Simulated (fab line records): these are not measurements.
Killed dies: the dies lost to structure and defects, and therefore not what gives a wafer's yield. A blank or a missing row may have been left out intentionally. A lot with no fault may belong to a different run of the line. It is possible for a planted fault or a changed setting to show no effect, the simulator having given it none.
The tool behind it: which one? ; flow n5-finfet ; Sampling: 11 lots, 30 wafers, 5 of 1938 route steps

WHAT EACH GAUGE READ, for each wafer
N5_BEOL_M9_THK_MEAS_01.
lot;measured;on;M9_ILD_THK (nm)
L505;day 9 14:06;film-metro-02;267 274 271
L509;day 10 03:30;film-metro-01;267 266 270
L508;day 10 09:24;film-metro-02;274 275 272
L513;day 11 16:12;film-metro-02;265 268 269
L515;day 11 22:23;film-metro-01;267 274 265
L518;day 12 20:14;film-metro-01;264 273 270
L520;day 13 05:03;film-metro-02;270 271
L521;day 13 06:11;film-metro-02;265 261
L522;day 13 18:40;film-metro-01;261 267
L526;day 14 20:30;film-metro-01;265 266 270
L527;day 15 01:16;film-metro-02;263 269 273

N5_BEOL_M9_CD_MEAS_18: pitch 140 nm, target cd 70 nm.
lot;measured;on;cd-nm (nm)
L505;day 9 17:05;cd-sem-01;69.0 69.8 69.7
L509;day 10 06:29;cd-sem-03;71.2 70.3 70.3
L508;day 10 12:08;cd-sem-02;70.5 71.7 70.6
L513;day 11 19:29;cd-sem-03;69.7 69.4 69.8
L515;day 11 23:42;cd-sem-02;69.2 69.6 68.5
L518;day 13 00:27;cd-sem-02;70.8 70.8 70.0
L520;day 13 08:08;cd-sem-01;72.4 71.4
L521;day 13 08:40;cd-sem-01;71.2 72.8
L522;day 13 20:16;cd-sem-02;72.8 69.8
L526;day 14 22:23;cd-sem-03;68.7 70.7 70.9
L527;day 15 02:48;cd-sem-03;69.5 69.4 69.5

EACH LOT AND THE TOOL THAT RAN IT (in order: tool; ch and the chambers of the sampled wafers; start)
lot;N5_BEOL_M9_ILD_DEP_00;N5_BEOL_M9_DESCUM_16;N5_BEOL_M9_ETCH_62
L505;pecvd-01 ch 0,2, day 9 13:17;rie-diel-04 ch 1,2, day 9 16:38;rie-diel-04 ch 1,2, day 9 16:43
L509;pecvd-02 ch 0,1,2, day 10 02:54;rie-diel-03 ch 0,1,3, day 10 06:01;rie-diel-03 ch 0,1,3, day 10 06:06
L508;pecvd-01 ch 0,1,2, day 10 08:47;rie-diel-03 ch 0,2,3, day 10 11:31;rie-diel-03 ch 0,2,3, day 10 11:36
L513;pecvd-02 ch 1,2, day 11 15:22;rie-diel-03 ch 2,3, day 11 19:02;rie-diel-03 ch 2,3, day 11 19:07
L515;pecvd-03 ch 1,2, day 11 21:17;rie-diel-04 ch 0,1,2, day 11 23:14;rie-diel-04 ch 0,1,2, day 11 23:20
L518;pecvd-02 ch 1,2, day 12 19:06;rie-diel-06 ch 0,1,3, day 13 00:00;rie-diel-06 ch 0,1,3, day 13 00:05
L520;pecvd-02 ch 0,2, day 13 04:28;rie-diel-03 ch 0,2, day 13 07:36;rie-diel-03 ch 0,2, day 13 07:41
L521;pecvd-02 ch 0,2, day 13 05:07;rie-diel-03 ch 1,2, day 13 08:13;rie-diel-03 ch 1,2, day 13 08:18
L522;pecvd-01 ch 1,2, day 13 17:35;rie-diel-03 ch 1,3, day 13 19:49;rie-diel-03 ch 1,3, day 13 19:54
L526;pecvd-03 ch 1,2, day 14 19:53;rie-diel-04 ch 0,2,3, day 14 21:55;rie-diel-04 ch 0,2,3, day 14 22:01
L527;pecvd-02 ch 0,1, day 15 00:41;rie-diel-06 ch 0,1,3, day 15 02:21;rie-diel-06 ch 0,1,3, day 15 02:26
- N5_BEOL_M9_ILD_DEP_00: deposits SiCOH lowk from DEMS/porogen, target thk 308.51 nm, time 58 s.
- N5_BEOL_M9_DESCUM_16: chemistry O2, time 7.9 s.
- N5_BEOL_M9_ETCH_62: etches SOC in N2/H2, target depth 110 nm, overetch 22 nm, time 165 s.

AS READ BY THE TOOLS THEMSELVES (means over the sampled wafers that have a number; for cases with no such wafer, the mark the record gives instead)
N5_BEOL_M9_ILD_DEP_00.
lot;tool;heater-power-w (W);showerhead-plenum-p-Torr (Torr);throttle-valve-pct (%)
L505;pecvd-01;328;5.746;13.8
L509;pecvd-02;306;5.740;13.7
L508;pecvd-01;305;5.735;13.7
L513;pecvd-02;342;5.737;13.1
L515;pecvd-03;290;5.729;14.1
L518;pecvd-02;300;5.747;13.6
L520;pecvd-02;314;5.736;12.3
L521;pecvd-02;299;5.736;12.4
L522;pecvd-01;327;5.712;13.6
L526;pecvd-03;283;5.722;13.1
L527;pecvd-02;249;5.756;13.4

N5_BEOL_M9_DESCUM_16.
lot;tool;drypump-motor-current-A (A);oes-product-au (a.u.);rf-vpp-V (V);showerhead-plenum-p-Torr (Torr);throttle-valve-pct (%)
L505;rie-diel-04;6.0;0.85;241.7;2.02;20.54
L509;rie-diel-03;6.2;0.73;243.0;2.07;20.50
L508;rie-diel-03;6.4;0.82;242.0;2.06;20.30
L513;rie-diel-03;6.3;0.97;244.2;2.10;19.98
L515;rie-diel-04;6.0;0.78;242.6;2.04;20.44
L518;rie-diel-06;6.3;0.87;243.4;2.12;20.38
L520;rie-diel-03;6.3;0.83;243.2;2.05;20.16
L521;rie-diel-03;6.0;0.82;244.2;2.12;20.16
L522;rie-diel-03;6.2;0.81;243.9;2.09;20.38
L526;rie-diel-04;5.7;0.72;242.2;2.08;20.53
L527;rie-diel-06;6.3;0.83;243.9;2.11;20.42

N5_BEOL_M9_ETCH_62.
lot;tool;drypump-motor-current-A (A);oes-product-au (a.u.);rf-vpp-V (V);showerhead-plenum-p-Torr (Torr);throttle-valve-pct (%)
L505;rie-diel-04;6.1;0.72;522.1;2.47;18.0
L509;rie-diel-03;6.2;0.62;523.9;2.51;17.9
L508;rie-diel-03;6.4;0.68;523.2;2.49;17.7
L513;rie-diel-03;6.3;0.80;524.8;2.54;17.3
L515;rie-diel-04;6.0;0.66;522.7;2.48;17.8
L518;rie-diel-06;6.3;0.74;525.2;2.58;17.7
L520;rie-diel-03;6.3;0.69;522.2;2.47;17.5
L521;rie-diel-03;6.0;0.68;526.0;2.58;17.5
L522;rie-diel-03;6.2;0.70;524.5;2.55;17.8
L526;rie-diel-04;5.7;0.62;524.3;2.54;18.0
L527;rie-diel-06;6.3;0.71;524.9;2.57;17.8

THE ANSWER, worked out from the rows above alone
Rule: the usual values come from the lots themselves. Put in order of their means at a reading, lots are off if they are a third of the lots or fewer, leave a main group of 4 or more, and stand apart from it by a gap of 3 or more times the standard deviation of the main group's means; of several such gaps the widest counts. Not used: any main group whose means are identical at the precision the tables above print for the reading. Also off: a lot with no number at a reading for which 4 or more lots have one. The other lots that the step has rows for count as sound. Order of review: gauges by route order, followed by the tools' own readings, for which a lot's mean as printed above is used. The first step at which some lot is off is used, and at that step the reading that is off furthest; a lot without a number counts as furthest.
No lot is off at any reading shown: from this, nothing can be told.

WHAT THE SIMULATOR HAD INSERTED
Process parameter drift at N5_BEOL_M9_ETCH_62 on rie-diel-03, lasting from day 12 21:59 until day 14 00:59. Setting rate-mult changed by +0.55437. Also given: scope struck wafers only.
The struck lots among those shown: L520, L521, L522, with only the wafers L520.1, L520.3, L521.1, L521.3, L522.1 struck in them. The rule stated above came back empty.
